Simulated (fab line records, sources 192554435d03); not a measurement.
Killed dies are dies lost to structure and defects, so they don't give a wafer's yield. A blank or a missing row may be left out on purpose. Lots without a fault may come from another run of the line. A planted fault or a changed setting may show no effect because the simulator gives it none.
Which tool did it? | flow n5_finfet | 12 lots, 36 wafers sampled, at 2 steps of a route of 1938

WHAT THE GAUGES READ, wafer by wafer
N5_BEOL_M0_SAQP_INSPECT_16: inspects for defects (brightfield).
lot  | measured     | on                | raw_defect_count
L076 | day 6 03:14  | defect_inspect-02 | 325 398 324
L078 | day 6 20:02  | defect_inspect-02 | 554 487 353
L079 | day 6 20:36  | defect_inspect-02 | 425 436 445
L081 | day 7 10:59  | defect_inspect-02 | 398 428 313
L083 | day 7 20:10  | defect_inspect-02 | 491 308 420
L085 | day 8 13:56  | defect_inspect-02 | 432 453 440
L087 | day 8 19:26  | defect_inspect-02 | 363 431 302
L089 | day 9 10:42  | defect_inspect-01 | 439 750 534
L091 | day 9 15:22  | defect_inspect-02 | 421 394 412
L093 | day 10 04:52 | defect_inspect-01 | 672 452 512
L095 | day 10 21:25 | defect_inspect-01 | 883 321 826
L097 | day 11 08:00 | defect_inspect-01 | 765 746 676

WHICH TOOL RAN EACH LOT (tool, then ch and the chambers of the sampled wafers, then the start)
lot  | N5_BEOL_M0_SAQP_PECVD_04
L076 | pecvd-01 ch 0,1, day 6 02:36
L078 | pecvd-04 ch 1,2, day 6 19:16
L079 | pecvd-04 ch 0,1, day 6 19:58
L081 | pecvd-03 ch 0,1,2, day 7 10:29
L083 | pecvd-01 ch 0,2, day 7 19:32
L085 | pecvd-01 ch 0,2, day 8 13:17
L087 | pecvd-03 ch 0,1,2, day 8 18:48
L089 | pecvd-04 ch 1,2, day 9 10:04
L091 | pecvd-03 ch 0,1,2, day 9 14:51
L093 | pecvd-03 ch 0,1,2, day 10 04:22
L095 | pecvd-01 ch 0,1,2, day 10 20:47
L097 | pecvd-03 ch 1,2, day 11 07:22
- N5_BEOL_M0_SAQP_PECVD_04: deposits a-Si from SiH4/He, target thk 60 nm, time 60.2 s.

THE ANSWER, worked out from the rows above alone
Rule: what is usual is taken from the lots themselves. Put in order of their means at a reading, lots are off if they are a third of the lots or fewer, leave a main group of 4 or more, and stand apart from it by a gap of 3 or more times the standard deviation of the main group's means; of several such gaps the widest counts. A main group whose means are all the same, to the digits that the tables above print for the reading, isn't used. A lot without any number at a reading at which 4 lots or more have one is off too. The other lots that the step has rows for count as sound.
No lot is off at any reading shown: from this, nothing can be told.

WHAT THE SIMULATOR HAD PUT IN
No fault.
